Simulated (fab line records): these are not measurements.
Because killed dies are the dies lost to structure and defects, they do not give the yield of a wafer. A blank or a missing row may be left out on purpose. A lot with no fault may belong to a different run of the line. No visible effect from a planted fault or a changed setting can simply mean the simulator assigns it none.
Matching of chambers :: flow n5Finfet :: N5_FIN_SAQP_MANDREL2_REMOVE_60 on rieSi-01 has 4 sister chambers
The step chemistry HBr/Cl2/O2, target a-Si, stops on SiNx, bt time 10 s. 4 wafers are shown with their chamber, then 9 later ones without.

## WAFERS WITH THEIR CHAMBER
wafer: L088.3
chamber: 1
drypumpMotorCurrentA (A): 5.5

wafer: L088.4
chamber: 0
drypumpMotorCurrentA (A): 6.6

wafer: L088.5
chamber: 2
drypumpMotorCurrentA (A): 5.5

wafer: L088.6
chamber: 3
drypumpMotorCurrentA (A): 5.5

## WAFERS WITH NO CHAMBER GIVEN
wafer: L092.1
drypumpMotorCurrentA (A): 5.5

wafer: L092.2
drypumpMotorCurrentA (A): 6.6

wafer: L092.5
drypumpMotorCurrentA (A): 5.5

wafer: L093.3
drypumpMotorCurrentA (A): 6.6

wafer: L093.5
drypumpMotorCurrentA (A): 5.4

wafer: L093.6
drypumpMotorCurrentA (A): 5.5

wafer: L096.4
drypumpMotorCurrentA (A): 6.6

wafer: L096.5
drypumpMotorCurrentA (A): 5.5

wafer: L096.6
drypumpMotorCurrentA (A): 5.5

## THE CHAMBER EACH PASSED THROUGH
wafer: L092.1
from the rows above: can't be placed: 1 or 2 or 3
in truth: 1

wafer: L092.2
from the rows above: 0
in truth: 0

wafer: L092.5
from the rows above: can't be placed: 1 or 2 or 3
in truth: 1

wafer: L093.3
from the rows above: 0
in truth: 0

wafer: L093.5
from the rows above: can't be placed: 1 or 2 or 3
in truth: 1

wafer: L093.6
from the rows above: can't be placed: 1 or 2 or 3
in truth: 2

wafer: L096.4
from the rows above: 0
in truth: 0

wafer: L096.5
from the rows above: can't be placed: 1 or 2 or 3
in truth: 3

wafer: L096.6
from the rows above: can't be placed: 1 or 2 or 3
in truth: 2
Correct placement for 3 of the 9. From these rows, 6 cannot be placed; in 6 the true chamber is one of the candidates. Wrongly placed: 0.
How it was worked out, from the rows above alone: a wafer's distance from a chamber is the root of the sum, over the readings, of the square of ((its reading less the chamber's mean) divided by the reading's scatter). The wafer belongs to the nearest chamber; if the next one is less than 2 further off, it can't be placed. Each chamber's mean is taken over the wafers shown for it. The scatter: root of mean squared gap, hidden wafer to nearest shown wafer, with one shown wafer a chamber.
